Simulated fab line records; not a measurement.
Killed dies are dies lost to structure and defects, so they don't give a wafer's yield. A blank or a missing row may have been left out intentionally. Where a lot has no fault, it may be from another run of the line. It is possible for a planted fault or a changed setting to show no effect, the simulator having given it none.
Split-lot study || flow n5 finfet || on a route of 1938 steps: 7 lots, 21 wafers read

THE SPLIT
At N5_BEOL_M2_COAT_73 (time 60 s, resist thk 5 nm), the setting spin rpm was moved away from the recipe's 1500 rpm on 6 of the 21 wafers read, by -5.3% to +9.6%. All remaining wafers had this setting at the recipe value.

FROM THE SPLIT TO THE READING: what the file shows between them, 3 steps
- N5_BEOL_M2_COAT_05: resist thk 30 nm
- N5_BEOL_M2_EBR_07
- N5_BEOL_M2_DESCUM_16: chemistry O2, time 7 s

THE READING
etch.depth nm (the simulator's own value, which no gauge read), in nm, at N5_BEOL_M2_ETCH_74 (etches underlayer in N2/H2, target depth 6.5 nm, time 5.2 s). The file does not state a usual value for it. Here, 15 wafers ran the recipe; their average is 5.006 nm with a standard deviation of 0.012 nm.

{"wafer": "L076.1", "tool, chamber at the split": "litho track-02, 0", "spin rpm as run, rpm": 1500, "against the recipe": "recipe", "etch.depth nm, nm": 5.014, "against lot-mates on the recipe": "-"}
{"wafer": "L076.4", "tool, chamber at the split": "litho track-02, 0", "spin rpm as run, rpm": 1500, "against the recipe": "recipe", "etch.depth nm, nm": 5.012, "against lot-mates on the recipe": "-"}
{"wafer": "L076.6", "tool, chamber at the split": "litho track-02, 0", "spin rpm as run, rpm": 1500, "against the recipe": "recipe", "etch.depth nm, nm": 5.019, "against lot-mates on the recipe": "-"}
{"wafer": "L077.2", "tool, chamber at the split": "litho track-03, 0", "spin rpm as run, rpm": 1500, "against the recipe": "recipe", "etch.depth nm, nm": 4.993, "against lot-mates on the recipe": "-"}
{"wafer": "L077.3", "tool, chamber at the split": "litho track-03, 0", "spin rpm as run, rpm": 1500, "against the recipe": "recipe", "etch.depth nm, nm": 4.995, "against lot-mates on the recipe": "-"}
{"wafer": "L077.6", "tool, chamber at the split": "litho track-03, 0", "spin rpm as run, rpm": 1500, "against the recipe": "recipe", "etch.depth nm, nm": 4.99, "against lot-mates on the recipe": "-"}
{"wafer": "L082.1", "tool, chamber at the split": "litho track-02, 0", "spin rpm as run, rpm": 1500, "against the recipe": "recipe", "etch.depth nm, nm": 5.006, "against lot-mates on the recipe": "-"}
{"wafer": "L082.4", "tool, chamber at the split": "litho track-02, 0", "spin rpm as run, rpm": 1500, "against the recipe": "recipe", "etch.depth nm, nm": 5.004, "against lot-mates on the recipe": "-"}
{"wafer": "L082.5", "tool, chamber at the split": "litho track-02, 0", "spin rpm as run, rpm": 1500, "against the recipe": "recipe", "etch.depth nm, nm": 4.985, "against lot-mates on the recipe": "-"}
{"wafer": "L086.2", "tool, chamber at the split": "litho track-03, 0", "spin rpm as run, rpm": 1500, "against the recipe": "recipe", "etch.depth nm, nm": 4.993, "against lot-mates on the recipe": "-"}
{"wafer": "L086.3", "tool, chamber at the split": "litho track-03, 0", "spin rpm as run, rpm": 1615, "against the recipe": "+7.7%", "etch.depth nm, nm": 4.825, "against lot-mates on the recipe": -0.168}
{"wafer": "L086.6", "tool, chamber at the split": "litho track-03, 0", "spin rpm as run, rpm": 1615, "against the recipe": "+7.7%", "etch.depth nm, nm": 4.822, "against lot-mates on the recipe": -0.171}
{"wafer": "L093.1", "tool, chamber at the split": "litho track-03, 0", "spin rpm as run, rpm": 1500, "against the recipe": "recipe", "etch.depth nm, nm": 5.024, "against lot-mates on the recipe": "-"}
{"wafer": "L093.2", "tool, chamber at the split": "litho track-03, 0", "spin rpm as run, rpm": 1500, "against the recipe": "recipe", "etch.depth nm, nm": 5.017, "against lot-mates on the recipe": "-"}
{"wafer": "L093.6", "tool, chamber at the split": "litho track-03, 0", "spin rpm as run, rpm": 1500, "against the recipe": "recipe", "etch.depth nm, nm": 5.01, "against lot-mates on the recipe": "-"}
{"wafer": "L094.1", "tool, chamber at the split": "litho track-05, 0", "spin rpm as run, rpm": 1420, "against the recipe": "-5.3%", "etch.depth nm, nm": 5.137, "against lot-mates on the recipe": "no lot-mate on the recipe"}
{"wafer": "L094.3", "tool, chamber at the split": "litho track-05, 0", "spin rpm as run, rpm": 1420, "against the recipe": "-5.3%", "etch.depth nm, nm": 5.141, "against lot-mates on the recipe": "no lot-mate on the recipe"}
{"wafer": "L094.6", "tool, chamber at the split": "litho track-05, 0", "spin rpm as run, rpm": 1420, "against the recipe": "-5.3%", "etch.depth nm, nm": 5.125, "against lot-mates on the recipe": "no lot-mate on the recipe"}
{"wafer": "L097.2", "tool, chamber at the split": "litho track-02, 0", "spin rpm as run, rpm": 1500, "against the recipe": "recipe", "etch.depth nm, nm": 5.019, "against lot-mates on the recipe": "-"}
{"wafer": "L097.3", "tool, chamber at the split": "litho track-02, 0", "spin rpm as run, rpm": 1500, "against the recipe": "recipe", "etch.depth nm, nm": 5.007, "against lot-mates on the recipe": "-"}
{"wafer": "L097.5", "tool, chamber at the split": "litho track-02, 0", "spin rpm as run, rpm": 1644, "against the recipe": "+9.6%", "etch.depth nm, nm": 4.792, "against lot-mates on the recipe": -0.221}

FIT RESULTS
A straight line over all 21 wafers: etch.depth nm changes by -0.0234 nm for each +1% of spin rpm; r = -0.99; the points scatter about the line by 0.011 nm.
The same after taking each lot's own level away (the mean of its wafers on the recipe; 18 wafers): -0.0225 nm for each +1%; r = -1.00; scatter 0.0057 nm.
That fit puts the effect of the largest move of spin rpm on the reading at 0.22 nm.
Across the lots, their own levels run from 4.9927 to 5.0170 nm, a range of 2.1 times the standard deviation given above.
Hence the lot-to-lot level has little effect on the slope; both slopes agree.
Check: for one of the wafers moved furthest among these (+9.6%), held out of the fit, the line's prediction against its lot-mates is -0.212 nm. It came out at -0.221 nm against them.

THESE WAFERS: OTHER SPLITS
These wafers also went through other splits before the reading. Each is held against what the fit with the lots' levels taken away leaves over:
{"other split on the same wafers": "N5_BEOL_M0_SAQP_SPACER1_ALD_98 ald cycles", "wafers away from the commonest value": 6, "r with etch.depth nm (lot level and that fit taken away)": -0.18}
{"other split on the same wafers": "N5_BEOL_M0_SAQP_ETCH_106 target depth a", "wafers away from the commonest value": 8, "r with etch.depth nm (lot level and that fit taken away)": -0.16}
{"other split on the same wafers": "N5_BEOL_M1_ETCH_74 bias w", "wafers away from the commonest value": 3, "r with etch.depth nm (lot level and that fit taken away)": -0.44}
{"other split on the same wafers": "N5_BEOL_M1_ETCH_64 bias w", "wafers away from the commonest value": 7, "r with etch.depth nm (lot level and that fit taken away)": -0.25}
{"other split on the same wafers": "N5_BEOL_M2_COAT_62 spin rpm", "wafers away from the commonest value": 8, "r with etch.depth nm (lot level and that fit taken away)": -0.33}

THE FILE'S OWN FIT
etch.depth nm changes by -0.0227 nm for each +1% of spin rpm, r = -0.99.
